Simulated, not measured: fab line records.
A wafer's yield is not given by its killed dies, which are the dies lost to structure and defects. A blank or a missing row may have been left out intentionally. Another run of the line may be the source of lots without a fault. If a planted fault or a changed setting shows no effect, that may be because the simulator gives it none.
fab line records / flow n5_finfet
[record] lots = 10 wafers = 30 last_day = 17
route steps=1938 shown BEOL_M5@1185 BEOL_M6@1194
lots that met no fault: taken from a fault-free run of the same line
start_h: start of the lot's first displayed wafer, in hours after the record's first day / wait_h: how many hours have passed since the lot's step before this one / " identical to the entry in the row above / L1.1+2: one row covering several wafers at once / - no value, or no start given / * or withheld: withheld / < > ~ a bound
route shown NAME@n: NAME is a module with steps in the file, n the number in the route of the first one / usual: mean/standard deviation of fault-free wafers / same: alike in all rows / chamber/n: place in a boat / sites: each site's reading / _std_site: how widely they spread, as a standard deviation / _edge_site: the outer-site mean with the inner-site mean subtracted / radius_mm: for every site, how far away it sits from the centre of the wafer / mask NAME#n: copy n / behind: the last tool/chamber to shape the wafer / hold: the reason the lot was held/the length of the hold in hours/how it ended / device: the transistor (n, p or np) that didn't switch / end of line: the route-end tests of the same wafers / a step with no rows: only its recipe / killed: not the wafer's yield, but the dies lost to structure and defects at the first sort / map: a wafer's dies, x killed, . not, _ none there
set.NAME: the setting that was run; set.NAME@STEP: the one run at that earlier step / model.NAME: the simulator's own value behind a step, which no gauge read
route steps across a sampled set of lots; one table per step, one row per wafer
services: from which hour (start_h, from the record's first day; less than 0 if before it) a tool's chamber was out of use, for how many hours, and why
[[steps]]
[step N5_BEOL_M5_ANNEAL_51]
[recipe] temp_c = 225 time_s = 90 ambient = N2
[usual] wafer_temp_C_max = 225.77/0.22
lot.wafer=L726.2 tool=rtp_anneal-01 chamber=0 start_h=176.36 wait_h=0.1 wafer_temp_C_max=225.67
lot.wafer=L726.3 tool=rtp_anneal-01 chamber=0 start_h=176.36 wait_h=0.1 wafer_temp_C_max=225.79
lot.wafer=L726.4 tool=rtp_anneal-01 chamber=0 start_h=176.36 wait_h=0.1 wafer_temp_C_max=225.58
lot.wafer=L730.1 tool=rtp_anneal-01 chamber=0 start_h=204.35 wait_h=0.1 wafer_temp_C_max=225.92
lot.wafer=L730.5 tool=rtp_anneal-01 chamber=0 start_h=204.35 wait_h=0.1 wafer_temp_C_max=225.76
lot.wafer=L730.6 tool=rtp_anneal-01 chamber=0 start_h=204.35 wait_h=0.1 wafer_temp_C_max=226.11
lot.wafer=L729.3 tool=rtp_anneal-02 chamber=0 start_h=207.07 wait_h=0.1 wafer_temp_C_max=225.67
lot.wafer=L729.4 tool=rtp_anneal-02 chamber=0 start_h=207.07 wait_h=0.1 wafer_temp_C_max=225.61
lot.wafer=L729.6 tool=rtp_anneal-02 chamber=0 start_h=207.07 wait_h=0.1 wafer_temp_C_max=225.92
lot.wafer=L731.2 tool=rtp_anneal-01 chamber=0 start_h=208.19 wait_h=0.3 wafer_temp_C_max=225.74
lot.wafer=L731.4 tool=rtp_anneal-01 chamber=0 start_h=208.19 wait_h=0.3 wafer_temp_C_max=226.21
lot.wafer=L731.6 tool=rtp_anneal-01 chamber=0 start_h=208.19 wait_h=0.3 wafer_temp_C_max=225.80
lot.wafer=L739.1 tool=rtp_anneal-02 chamber=0 start_h=268.33 wait_h=0.1 wafer_temp_C_max=225.61
lot.wafer=L739.4 tool=rtp_anneal-02 chamber=0 start_h=268.33 wait_h=0.1 wafer_temp_C_max=225.45
lot.wafer=L739.5 tool=rtp_anneal-02 chamber=0 start_h=268.33 wait_h=0.1 wafer_temp_C_max=225.27
lot.wafer=L744.3 tool=rtp_anneal-02 chamber=0 start_h=275.87 wait_h=0.1 wafer_temp_C_max=225.46
lot.wafer=L744.4 tool=rtp_anneal-02 chamber=0 start_h=275.87 wait_h=0.1 wafer_temp_C_max=225.78
lot.wafer=L744.5 tool=rtp_anneal-02 chamber=0 start_h=275.87 wait_h=0.1 wafer_temp_C_max=225.70
lot.wafer=L743.1 tool=rtp_anneal-01 chamber=0 start_h=285.11 wait_h=0.1 wafer_temp_C_max=225.87
lot.wafer=L743.2 tool=rtp_anneal-01 chamber=0 start_h=285.11 wait_h=0.1 wafer_temp_C_max=225.75
lot.wafer=L743.6 tool=rtp_anneal-01 chamber=0 start_h=285.11 wait_h=0.1 wafer_temp_C_max=225.71
lot.wafer=L745.2 tool=rtp_anneal-02 chamber=0 start_h=297.74 wait_h=0.1 wafer_temp_C_max=225.87
lot.wafer=L745.4 tool=rtp_anneal-02 chamber=0 start_h=297.74 wait_h=0.1 wafer_temp_C_max=225.78
lot.wafer=L745.5 tool=rtp_anneal-02 chamber=0 start_h=297.74 wait_h=0.1 wafer_temp_C_max=225.70
lot.wafer=L747.1 tool=rtp_anneal-01 chamber=0 start_h=300.88 wait_h=0.2 wafer_temp_C_max=225.51
lot.wafer=L747.4 tool=rtp_anneal-01 chamber=0 start_h=300.88 wait_h=0.2 wafer_temp_C_max=226.06
lot.wafer=L747.5 tool=rtp_anneal-01 chamber=0 start_h=300.88 wait_h=0.2 wafer_temp_C_max=225.74
lot.wafer=L748.1 tool=rtp_anneal-01 chamber=0 start_h=319.17 wait_h=0.1 wafer_temp_C_max=225.54
lot.wafer=L748.2 tool=rtp_anneal-01 chamber=0 start_h=319.17 wait_h=0.1 wafer_temp_C_max=225.70
lot.wafer=L748.3 tool=rtp_anneal-01 chamber=0 start_h=319.17 wait_h=0.1 wafer_temp_C_max=225.85
[step N5_BEOL_M5_CMP_52]
[recipe] stop_on = SiCOH_lowk t_overpolish_s = 6.9 down_force_psi = 1 platen_rpm = 50 clearing_platen_down_force_psi = 1.5 clearing_platen_rpm = 50 post_cmp_clean = cu_alkaline target_thk_nm = 62 clearing_platen_pad_velocity_m_s = 0.99484 pad_velocity_m_s = 0.99484
[usual] barrier_field_endpoint_s = 25.1/0.83 clearing_platen_rpm = 49.997/0.026 head_pressure_psi = 1.0003/0.002 motor_current_A = 6.4/0.57 overpolish_run_s = 6.900/0.0094 platen_rpm = 50.01/0.034 time_to_endpoint_s = 65/5.1
lot.wafer=L726.3 tool=cmp-03 chamber=3 start_h=176.61 wait_h=0.2 barrier_field_endpoint_s=24.9 clearing_platen_rpm=50.005 head_pressure_psi=1.0009 motor_current_A=6.7 overpolish_run_s=6.911 platen_rpm=50.03 time_to_endpoint_s=69
lot.wafer=L726.4 tool=cmp-03 chamber=0 start_h=176.61 wait_h=0.2 barrier_field_endpoint_s=24.4 clearing_platen_rpm=49.987 head_pressure_psi=1.0014 motor_current_A=6.6 overpolish_run_s=6.888 platen_rpm=49.97 time_to_endpoint_s=66
lot.wafer=L726.2 tool=cmp-03 chamber=1 start_h=176.61 wait_h=0.2 barrier_field_endpoint_s=24.0 clearing_platen_rpm=49.960 head_pressure_psi=1.0020 motor_current_A=5.6 overpolish_run_s=6.899 platen_rpm=50.00 time_to_endpoint_s=63
lot.wafer=L730.1 tool=cmp-04 chamber=1 start_h=204.77 wait_h=0.4 barrier_field_endpoint_s=23.5 clearing_platen_rpm=50.002 head_pressure_psi=1.0000 motor_current_A=6.3 overpolish_run_s=6.898 platen_rpm=50.02 time_to_endpoint_s=60
lot.wafer=L730.6 tool=cmp-04 chamber=2 start_h=204.77 wait_h=0.4 barrier_field_endpoint_s=24.8 clearing_platen_rpm=50.006 head_pressure_psi=1.0020 motor_current_A=7.4 overpolish_run_s=6.914 platen_rpm=49.98 time_to_endpoint_s=63
lot.wafer=L730.5 tool=cmp-04 chamber=3 start_h=204.77 wait_h=0.4 barrier_field_endpoint_s=24.0 clearing_platen_rpm=50.001 head_pressure_psi=1.0013 motor_current_A=6.5 overpolish_run_s=6.923 platen_rpm=49.98 time_to_endpoint_s=59
lot.wafer=L729.4 tool=cmp-03 chamber=0 start_h=207.33 wait_h=0.2 barrier_field_endpoint_s=25.0 clearing_platen_rpm=50.002 head_pressure_psi=0.9984 motor_current_A=6.4 overpolish_run_s=6.883 platen_rpm=50.01 time_to_endpoint_s=62
lot.wafer=L729.3 tool=cmp-03 chamber=1 start_h=207.33 wait_h=0.2 barrier_field_endpoint_s=24.6 clearing_platen_rpm=49.998 head_pressure_psi=1.0003 motor_current_A=5.4 overpolish_run_s=6.912 platen_rpm=50.04 time_to_endpoint_s=61
lot.wafer=L729.6 tool=cmp-03 chamber=3 start_h=207.33 wait_h=0.2 barrier_field_endpoint_s=24.4 clearing_platen_rpm=50.035 head_pressure_psi=0.9971 motor_current_A=6.9 overpolish_run_s=6.898 platen_rpm=49.94 time_to_endpoint_s=64
lot.wafer=L731.2 tool=cmp-02 chamber=1 start_h=208.48 wait_h=0.2 barrier_field_endpoint_s=26.4 clearing_platen_rpm=50.012 head_pressure_psi=0.9993 motor_current_A=6.0 overpolish_run_s=6.903 platen_rpm=50.02 time_to_endpoint_s=76
lot.wafer=L731.4 tool=cmp-02 chamber=2 start_h=208.48 wait_h=0.2 barrier_field_endpoint_s=26.3 clearing_platen_rpm=50.023 head_pressure_psi=0.9965 motor_current_A=6.8 overpolish_run_s=6.882 platen_rpm=50.02 time_to_endpoint_s=71
lot.wafer=L731.6 tool=cmp-02 chamber=1 start_h=208.48 wait_h=0.2 barrier_field_endpoint_s=26.4 clearing_platen_rpm=50.017 head_pressure_psi=0.9982 motor_current_A=6.0 overpolish_run_s=6.898 platen_rpm=50.01 time_to_endpoint_s=73
lot.wafer=L739.4 tool=cmp-03 chamber=0 start_h=268.63 wait_h=0.1 barrier_field_endpoint_s=25.1 clearing_platen_rpm=49.994 head_pressure_psi=0.9980 motor_current_A=6.3 overpolish_run_s=6.896 platen_rpm=49.99 time_to_endpoint_s=65
lot.wafer=L739.1 tool=cmp-03 chamber=1 start_h=268.63 wait_h=0.1 barrier_field_endpoint_s=24.2 clearing_platen_rpm=49.986 head_pressure_psi=0.9982 motor_current_A=5.7 overpolish_run_s=6.898 platen_rpm=50.04 time_to_endpoint_s=61
lot.wafer=L739.5 tool=cmp-03 chamber=0 start_h=268.63 wait_h=0.1 barrier_field_endpoint_s=25.7 clearing_platen_rpm=50.007 head_pressure_psi=0.9995 motor_current_A=6.6 overpolish_run_s=6.913 platen_rpm=50.02 time_to_endpoint_s=61
lot.wafer=L744.4 tool=cmp-04 chamber=2 start_h=276.09 wait_h=0.1 barrier_field_endpoint_s=24.6 clearing_platen_rpm=49.965 head_pressure_psi=1.0003 motor_current_A=7.6 overpolish_run_s=6.894 platen_rpm=50.00 time_to_endpoint_s=65
lot.wafer=L744.3 tool=cmp-04 chamber=3 start_h=276.09 wait_h=0.1 barrier_field_endpoint_s=25.5 clearing_platen_rpm=49.985 head_pressure_psi=0.9953 motor_current_A=7.0 overpolish_run_s=6.907 platen_rpm=49.99 time_to_endpoint_s=63
lot.wafer=L744.5 tool=cmp-04 chamber=2 start_h=276.09 wait_h=0.1 barrier_field_endpoint_s=25.5 clearing_platen_rpm=49.943 head_pressure_psi=1.0005 motor_current_A=8.0 overpolish_run_s=6.883 platen_rpm=49.99 time_to_endpoint_s=67
lot.wafer=L743.2 tool=cmp-02 chamber=1 start_h=285.48 wait_h=0.3 barrier_field_endpoint_s=26.4 clearing_platen_rpm=49.955 head_pressure_psi=0.9999 motor_current_A=6.1 overpolish_run_s=6.892 platen_rpm=50.07 time_to_endpoint_s=70
lot.wafer=L743.1 tool=cmp-02 chamber=2 start_h=285.48 wait_h=0.3 barrier_field_endpoint_s=25.8 clearing_platen_rpm=50.000 head_pressure_psi=0.9981 motor_current_A=6.5 overpolish_run_s=6.896 platen_rpm=50.04 time_to_endpoint_s=71
lot.wafer=L743.6 tool=cmp-02 chamber=3 start_h=285.48 wait_h=0.3 barrier_field_endpoint_s=25.6 clearing_platen_rpm=50.008 head_pressure_psi=1.0020 motor_current_A=5.7 overpolish_run_s=6.901 platen_rpm=50.03 time_to_endpoint_s=65
lot.wafer=L745.2 tool=cmp-02 chamber=2 start_h=298.00 wait_h=0.2 barrier_field_endpoint_s=25.2 clearing_platen_rpm=50.006 head_pressure_psi=1.0017 motor_current_A=6.9 overpolish_run_s=6.917 platen_rpm=49.95 time_to_endpoint_s=71
lot.wafer=L745.4 tool=cmp-02 chamber=0 start_h=298.00 wait_h=0.2 barrier_field_endpoint_s=25.1 clearing_platen_rpm=50.026 head_pressure_psi=1.0006 motor_current_A=7.1 overpolish_run_s=6.900 platen_rpm=49.96 time_to_endpoint_s=61
lot.wafer=L745.5 tool=cmp-02 chamber=2 start_h=298.00 wait_h=0.2 barrier_field_endpoint_s=25.8 clearing_platen_rpm=50.004 head_pressure_psi=0.9974 motor_current_A=7.2 overpolish_run_s=6.900 platen_rpm=49.94 time_to_endpoint_s=76
lot.wafer=L747.4 tool=cmp-04 chamber=3 start_h=301.25 wait_h=0.2 barrier_field_endpoint_s=24.4 clearing_platen_rpm=49.995 head_pressure_psi=1.0002 motor_current_A=6.9 overpolish_run_s=6.897 platen_rpm=49.99 time_to_endpoint_s=59
lot.wafer=L747.1 tool=cmp-04 chamber=0 start_h=301.25 wait_h=0.2 barrier_field_endpoint_s=24.8 clearing_platen_rpm=49.980 head_pressure_psi=1.0003 motor_current_A=5.3 overpolish_run_s=6.896 platen_rpm=50.00 time_to_endpoint_s=61
lot.wafer=L747.5 tool=cmp-04 chamber=2 start_h=301.25 wait_h=0.2 barrier_field_endpoint_s=24.4 clearing_platen_rpm=49.987 head_pressure_psi=1.0020 motor_current_A=7.6 overpolish_run_s=6.895 platen_rpm=50.04 time_to_endpoint_s=64
lot.wafer=L748.1 tool=cmp-02 chamber=1 start_h=319.47 wait_h=0.3 barrier_field_endpoint_s=26.7 clearing_platen_rpm=50.011 head_pressure_psi=0.9999 motor_current_A=6.1 overpolish_run_s=6.897 platen_rpm=50.00 time_to_endpoint_s=69
lot.wafer=L748.3 tool=cmp-02 chamber=2 start_h=319.47 wait_h=0.3 barrier_field_endpoint_s=26.4 clearing_platen_rpm=49.984 head_pressure_psi=1.0015 motor_current_A=7.1 overpolish_run_s=6.901 platen_rpm=49.97 time_to_endpoint_s=70
lot.wafer=L748.2 tool=cmp-02 chamber=0 start_h=319.47 wait_h=0.3 barrier_field_endpoint_s=24.3 clearing_platen_rpm=49.967 head_pressure_psi=1.0031 motor_current_A=7.0 overpolish_run_s=6.906 platen_rpm=50.05 time_to_endpoint_s=59
[step N5_BEOL_M5_INSPECT_58]
[recipe] inspect_instrument = darkfield mode = post_dep
[usual] raw_defect_count = 71/25
lot.wafer=L726.2 tool=defect_inspect-02 chamber=- start_h=177.20 wait_h=0.0 raw_defect_count=75
lot.wafer=L726.3 tool=defect_inspect-02 chamber=- start_h=177.20 wait_h=0.0 raw_defect_count=113
lot.wafer=L726.4 tool=defect_inspect-02 chamber=- start_h=177.20 wait_h=0.0 raw_defect_count=88
lot.wafer=L730.1 tool=defect_inspect-01 chamber=- start_h=205.26 wait_h=0.0 raw_defect_count=57
lot.wafer=L730.5 tool=defect_inspect-01 chamber=- start_h=205.26 wait_h=0.0 raw_defect_count=73
lot.wafer=L730.6 tool=defect_inspect-01 chamber=- start_h=205.26 wait_h=0.0 raw_defect_count=68
lot.wafer=L729.3 tool=defect_inspect-01 chamber=- start_h=207.87 wait_h=0.0 raw_defect_count=67
lot.wafer=L729.4 tool=defect_inspect-01 chamber=- start_h=207.87 wait_h=0.0 raw_defect_count=63
lot.wafer=L729.6 tool=defect_inspect-01 chamber=- start_h=207.87 wait_h=0.0 raw_defect_count=75
lot.wafer=L731.2 tool=defect_inspect-01 chamber=- start_h=209.06 wait_h=0.0 raw_defect_count=55
lot.wafer=L731.4 tool=defect_inspect-01 chamber=- start_h=209.06 wait_h=0.0 raw_defect_count=60
lot.wafer=L731.6 tool=defect_inspect-01 chamber=- start_h=209.06 wait_h=0.0 raw_defect_count=44
lot.wafer=L739.1 tool=defect_inspect-02 chamber=- start_h=269.21 wait_h=0.0 raw_defect_count=86
lot.wafer=L739.4 tool=defect_inspect-02 chamber=- start_h=269.21 wait_h=0.0 raw_defect_count=88
lot.wafer=L739.5 tool=defect_inspect-02 chamber=- start_h=269.21 wait_h=0.0 raw_defect_count=80
lot.wafer=L744.3 tool=defect_inspect-01 chamber=- start_h=276.73 wait_h=0.1 raw_defect_count=75
lot.wafer=L744.4 tool=defect_inspect-01 chamber=- start_h=276.73 wait_h=0.1 raw_defect_count=73
lot.wafer=L744.5 tool=defect_inspect-01 chamber=- start_h=276.73 wait_h=0.1 raw_defect_count=71
lot.wafer=L743.1 tool=defect_inspect-01 chamber=- start_h=285.99 wait_h=0.0 raw_defect_count=74
lot.wafer=L743.2 tool=defect_inspect-01 chamber=- start_h=285.99 wait_h=0.0 raw_defect_count=47
lot.wafer=L743.6 tool=defect_inspect-01 chamber=- start_h=285.99 wait_h=0.0 raw_defect_count=52
lot.wafer=L745.2 tool=defect_inspect-01 chamber=- start_h=298.58 wait_h=0.0 raw_defect_count=53
lot.wafer=L745.4 tool=defect_inspect-01 chamber=- start_h=298.58 wait_h=0.0 raw_defect_count=56
lot.wafer=L745.5 tool=defect_inspect-01 chamber=- start_h=298.58 wait_h=0.0 raw_defect_count=53
lot.wafer=L747.1 tool=defect_inspect-01 chamber=- start_h=301.76 wait_h=0.0 raw_defect_count=45
lot.wafer=L747.4 tool=defect_inspect-01 chamber=- start_h=301.76 wait_h=0.0 raw_defect_count=48
lot.wafer=L747.5 tool=defect_inspect-01 chamber=- start_h=301.76 wait_h=0.0 raw_defect_count=45
lot.wafer=L748.1 tool=defect_inspect-02 chamber=- start_h=320.05 wait_h=0.0 raw_defect_count=69
lot.wafer=L748.2 tool=defect_inspect-02 chamber=- start_h=320.05 wait_h=0.0 raw_defect_count=80
lot.wafer=L748.3 tool=defect_inspect-02 chamber=- start_h=320.05 wait_h=0.0 raw_defect_count=89
[step N5_BEOL_M6_ILD_DEP_00]
[recipe] material = SiCOH_lowk target_thk_a = 1797.5 temp_c = 300 precursor = DEMS/porogen pressure_torr = 5 rf_w = 500 time_s = 33.4
[usual] heater_power_w = 354/55 showerhead_plenum_p_Torr = 5.733/0.023 throttle_valve_pct = 13.8/0.73
lot.wafer=L726.2 tool=pecvd-02 chamber=2 start_h=177.23 wait_h=0.0 heater_power_w=292 showerhead_plenum_p_Torr=5.742 throttle_valve_pct=13.8
lot.wafer=L726.3 tool=pecvd-02 chamber=1 start_h=177.23 wait_h=0.0 heater_power_w=319 showerhead_plenum_p_Torr=5.731 throttle_valve_pct=14.6
lot.wafer=L726.4 tool=pecvd-02 chamber=1 start_h=177.23 wait_h=0.0 heater_power_w=248 showerhead_plenum_p_Torr=5.730 throttle_valve_pct=14.5
lot.wafer=L730.1 tool=pecvd-01 chamber=2 start_h=205.30 wait_h=0.0 heater_power_w=341 showerhead_plenum_p_Torr=5.698 throttle_valve_pct=12.7
lot.wafer=L730.5 tool=pecvd-01 chamber=2 start_h=205.30 wait_h=0.0 heater_power_w=362 showerhead_plenum_p_Torr=5.706 throttle_valve_pct=12.7
lot.wafer=L730.6 tool=pecvd-01 chamber=1 start_h=205.30 wait_h=0.0 heater_power_w=389 showerhead_plenum_p_Torr=5.723 throttle_valve_pct=13.6
lot.wafer=L729.3 tool=pecvd-01 chamber=2 start_h=207.91 wait_h=0.0 heater_power_w=392 showerhead_plenum_p_Torr=5.703 throttle_valve_pct=12.5
lot.wafer=L729.4 tool=pecvd-01 chamber=0 start_h=207.91 wait_h=0.0 heater_power_w=352 showerhead_plenum_p_Torr=5.762 throttle_valve_pct=13.6
lot.wafer=L729.6 tool=pecvd-01 chamber=1 start_h=207.91 wait_h=0.0 heater_power_w=417 showerhead_plenum_p_Torr=5.709 throttle_valve_pct=13.5
lot.wafer=L731.2 tool=pecvd-01 chamber=1 start_h=209.09 wait_h=0.0 heater_power_w=492 showerhead_plenum_p_Torr=5.715 throttle_valve_pct=13.4
lot.wafer=L731.4 tool=pecvd-01 chamber=1 start_h=209.09 wait_h=0.0 heater_power_w=381 showerhead_plenum_p_Torr=5.699 throttle_valve_pct=13.5
lot.wafer=L731.6 tool=pecvd-01 chamber=2 start_h=209.09 wait_h=0.0 heater_power_w=400 showerhead_plenum_p_Torr=5.696 throttle_valve_pct=12.9
lot.wafer=L739.1 tool=pecvd-04 chamber=0 start_h=269.25 wait_h=0.0 heater_power_w=433 showerhead_plenum_p_Torr=5.742 throttle_valve_pct=13.9
lot.wafer=L739.4 tool=pecvd-04 chamber=1 start_h=269.25 wait_h=0.0 heater_power_w=375 showerhead_plenum_p_Torr=5.752 throttle_valve_pct=13.5
lot.wafer=L739.5 tool=pecvd-04 chamber=0 start_h=269.25 wait_h=0.0 heater_power_w=433 showerhead_plenum_p_Torr=5.733 throttle_valve_pct=14.1
lot.wafer=L744.3 tool=pecvd-01 chamber=0 start_h=276.76 wait_h=0.0 heater_power_w=341 showerhead_plenum_p_Torr=5.780 throttle_valve_pct=13.9
lot.wafer=L744.4 tool=pecvd-01 chamber=2 start_h=276.76 wait_h=0.0 heater_power_w=363 showerhead_plenum_p_Torr=5.699 throttle_valve_pct=13.0
lot.wafer=L744.5 tool=pecvd-01 chamber=0 start_h=276.76 wait_h=0.0 heater_power_w=330 showerhead_plenum_p_Torr=5.774 throttle_valve_pct=13.7
lot.wafer=L743.1 tool=pecvd-01 chamber=0 start_h=286.02 wait_h=0.0 heater_power_w=284 showerhead_plenum_p_Torr=5.767 throttle_valve_pct=13.7
lot.wafer=L743.2 tool=pecvd-01 chamber=1 start_h=286.02 wait_h=0.0 heater_power_w=450 showerhead_plenum_p_Torr=5.712 throttle_valve_pct=13.6
lot.wafer=L743.6 tool=pecvd-01 chamber=0 start_h=286.02 wait_h=0.0 heater_power_w=286 showerhead_plenum_p_Torr=5.758 throttle_valve_pct=14.0
lot.wafer=L745.2 tool=pecvd-01 chamber=2 start_h=298.61 wait_h=0.0 heater_power_w=325 showerhead_plenum_p_Torr=5.686 throttle_valve_pct=12.7
lot.wafer=L745.4 tool=pecvd-01 chamber=0 start_h=298.61 wait_h=0.0 heater_power_w=314 showerhead_plenum_p_Torr=5.751 throttle_valve_pct=13.9
lot.wafer=L745.5 tool=pecvd-01 chamber=1 start_h=298.61 wait_h=0.0 heater_power_w=413 showerhead_plenum_p_Torr=5.722 throttle_valve_pct=13.4
lot.wafer=L747.1 tool=pecvd-02 chamber=0 start_h=301.80 wait_h=0.0 heater_power_w=319 showerhead_plenum_p_Torr=5.738 throttle_valve_pct=14.7
lot.wafer=L747.4 tool=pecvd-02 chamber=0 start_h=301.80 wait_h=0.0 heater_power_w=320 showerhead_plenum_p_Torr=5.724 throttle_valve_pct=14.6
lot.wafer=L747.5 tool=pecvd-02 chamber=1 start_h=301.80 wait_h=0.0 heater_power_w=297 showerhead_plenum_p_Torr=5.734 throttle_valve_pct=14.5
lot.wafer=L748.1 tool=pecvd-02 chamber=0 start_h=320.09 wait_h=0.0 heater_power_w=332 showerhead_plenum_p_Torr=5.734 throttle_valve_pct=14.5
lot.wafer=L748.2 tool=pecvd-02 chamber=2 start_h=320.09 wait_h=0.0 heater_power_w=296 showerhead_plenum_p_Torr=5.749 throttle_valve_pct=12.6
lot.wafer=L748.3 tool=pecvd-02 chamber=1 start_h=320.09 wait_h=0.0 heater_power_w=282 showerhead_plenum_p_Torr=5.729 throttle_valve_pct=14.7
[step N5_BEOL_M6_THK_MEAS_01]
[recipe] reads = SiCOH_lowk_of_BEOL_M6_ILD_DEP_00
[usual] M6_ILD_THK = 155.1/2.7
lot.wafer=L726.2 tool=film_metro-01 chamber=- start_h=177.81 wait_h=0.4 M6_ILD_THK[nm]=152.0
lot.wafer=L726.3 tool=film_metro-01 chamber=- start_h=177.81 wait_h=0.4 M6_ILD_THK[nm]=154.5
lot.wafer=L726.4 tool=film_metro-01 chamber=- start_h=177.81 wait_h=0.4 M6_ILD_THK[nm]=155.7
lot.wafer=L730.1 tool=film_metro-02 chamber=- start_h=205.88 wait_h=0.4 M6_ILD_THK[nm]=158.3
lot.wafer=L730.5 tool=film_metro-02 chamber=- start_h=205.88 wait_h=0.4 M6_ILD_THK[nm]=158.4
lot.wafer=L730.6 tool=film_metro-02 chamber=- start_h=205.88 wait_h=0.4 M6_ILD_THK[nm]=156.1
lot.wafer=L729.3 tool=film_metro-01 chamber=- start_h=208.97 wait_h=0.5 M6_ILD_THK[nm]=156.7
lot.wafer=L729.4 tool=film_metro-01 chamber=- start_h=208.97 wait_h=0.5 M6_ILD_THK[nm]=151.5
lot.wafer=L729.6 tool=film_metro-01 chamber=- start_h=208.97 wait_h=0.5 M6_ILD_THK[nm]=154.9
lot.wafer=L731.2 tool=film_metro-02 chamber=- start_h=209.67 wait_h=0.4 M6_ILD_THK[nm]=151.1
lot.wafer=L731.4 tool=film_metro-02 chamber=- start_h=209.67 wait_h=0.4 M6_ILD_THK[nm]=152.6
lot.wafer=L731.6 tool=film_metro-02 chamber=- start_h=209.67 wait_h=0.4 M6_ILD_THK[nm]=155.1
lot.wafer=L739.1 tool=film_metro-01 chamber=- start_h=269.82 wait_h=0.4 M6_ILD_THK[nm]=188.7
lot.wafer=L739.4 tool=film_metro-01 chamber=- start_h=269.82 wait_h=0.4 M6_ILD_THK[nm]=154.4
lot.wafer=L739.5 tool=film_metro-01 chamber=- start_h=269.82 wait_h=0.4 M6_ILD_THK[nm]=157.5
lot.wafer=L744.3 tool=film_metro-02 chamber=- start_h=277.34 wait_h=0.3 M6_ILD_THK[nm]=150.7
lot.wafer=L744.4 tool=film_metro-02 chamber=- start_h=277.34 wait_h=0.3 M6_ILD_THK[nm]=157.3
lot.wafer=L744.5 tool=film_metro-02 chamber=- start_h=277.34 wait_h=0.3 M6_ILD_THK[nm]=152.2
lot.wafer=L743.1 tool=film_metro-02 chamber=- start_h=286.60 wait_h=0.4 M6_ILD_THK[nm]=154.4
lot.wafer=L743.2 tool=film_metro-02 chamber=- start_h=286.60 wait_h=0.4 M6_ILD_THK[nm]=150.4
lot.wafer=L743.6 tool=film_metro-02 chamber=- start_h=286.60 wait_h=0.4 M6_ILD_THK[nm]=155.9
lot.wafer=L745.2 tool=film_metro-01 chamber=- start_h=299.67 wait_h=0.7 M6_ILD_THK[nm]=155.6
lot.wafer=L745.4 tool=film_metro-01 chamber=- start_h=299.67 wait_h=0.7 M6_ILD_THK[nm]=155.3
lot.wafer=L745.5 tool=film_metro-01 chamber=- start_h=299.67 wait_h=0.7 M6_ILD_THK[nm]=155.1
lot.wafer=L747.1 tool=film_metro-02 chamber=- start_h=302.37 wait_h=0.4 M6_ILD_THK[nm]=154.3
lot.wafer=L747.4 tool=film_metro-02 chamber=- start_h=302.37 wait_h=0.4 M6_ILD_THK[nm]=154.9
lot.wafer=L747.5 tool=film_metro-02 chamber=- start_h=302.37 wait_h=0.4 M6_ILD_THK[nm]=156.6
lot.wafer=L748.1 tool=film_metro-02 chamber=- start_h=321.14 wait_h=0.8 M6_ILD_THK[nm]=152.7
lot.wafer=L748.2 tool=film_metro-02 chamber=- start_h=321.14 wait_h=0.8 M6_ILD_THK[nm]=155.0
lot.wafer=L748.3 tool=film_metro-02 chamber=- start_h=321.14 wait_h=0.8 M6_ILD_THK[nm]=156.2
[[services]]
tool=pecvd-02 chamber=2 start_h=158.51 hours=5.0 kind=scheduled_down
tool=cmp-02 chamber=- start_h=161.59 hours=4.0 kind=pm
tool=cmp-02 chamber=- start_h=165.59 hours=- kind=consumable_replace:conditioner
tool=cmp-02 chamber=- start_h=165.59 hours=- kind=consumable_replace:pad
tool=pecvd-04 chamber=- start_h=168.14 hours=0.8 kind=repair
tool=cmp-02 chamber=- start_h=174.42 hours=6.1 kind=pm
tool=cmp-04 chamber=- start_h=177.55 hours=0.7 kind=repair
tool=cmp-02 chamber=- start_h=183.13 hours=0.8 kind=repair
tool=pecvd-02 chamber=2 start_h=202.38 hours=- kind=clean
tool=pecvd-02 chamber=2 start_h=202.38 hours=- kind=consumable_replace:showerhead
tool=cmp-04 chamber=- start_h=207.57 hours=24.7 kind=pm
tool=pecvd-01 chamber=1 start_h=233.27 hours=5.5 kind=scheduled_down
tool=cmp-03 chamber=- start_h=238.49 hours=1.3 kind=repair
tool=cmp-02 chamber=- start_h=239.66 hours=0.5 kind=repair
tool=cmp-03 chamber=- start_h=245.04 hours=4.0 kind=pm
tool=pecvd-02 chamber=0 start_h=251.39 hours=5.1 kind=repair
tool=cmp-04 chamber=- start_h=253.65 hours=0.9 kind=repair
tool=cmp-02 chamber=- start_h=267.38 hours=1.9 kind=repair
tool=pecvd-01 chamber=0 start_h=279.00 hours=2.1 kind=scheduled_down
tool=cmp-02 chamber=- start_h=287.51 hours=1.1 kind=repair
tool=cmp-02 chamber=- start_h=289.55 hours=2.3 kind=repair
tool=pecvd-01 chamber=- start_h=297.19 hours=1.4 kind=repair
tool=cmp-04 chamber=- start_h=310.99 hours=4.0 kind=pm
tool=pecvd-01 chamber=1 start_h=314.37 hours=13.0 kind=repair
[[key]]
[first_sign] step = N5_BEOL_M6_THK_MEAS_01 reading = M6_ILD_THK direction = up sigmas = 12 usual = 155.1 struck = 188.7
effect none on later readings
met_at N5_BEOL_M6_ILD_DEP_00
struck_lots L739
struck_wafers L739.1
not_acting_at N5_BEOL_M5_ANNEAL_51,N5_BEOL_M5_CMP_52,N5_BEOL_M5_INSPECT_58
[fault] kind = process_parameter_drift tool = pecvd-04 chamber = - onset_h = 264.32 steps = N5_BEOL_M6_ILD_DEP_00 channel = target_thk_a offset = * shape = step end_h = 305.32 scope = struck_wafers_only acts_in = * stated = *
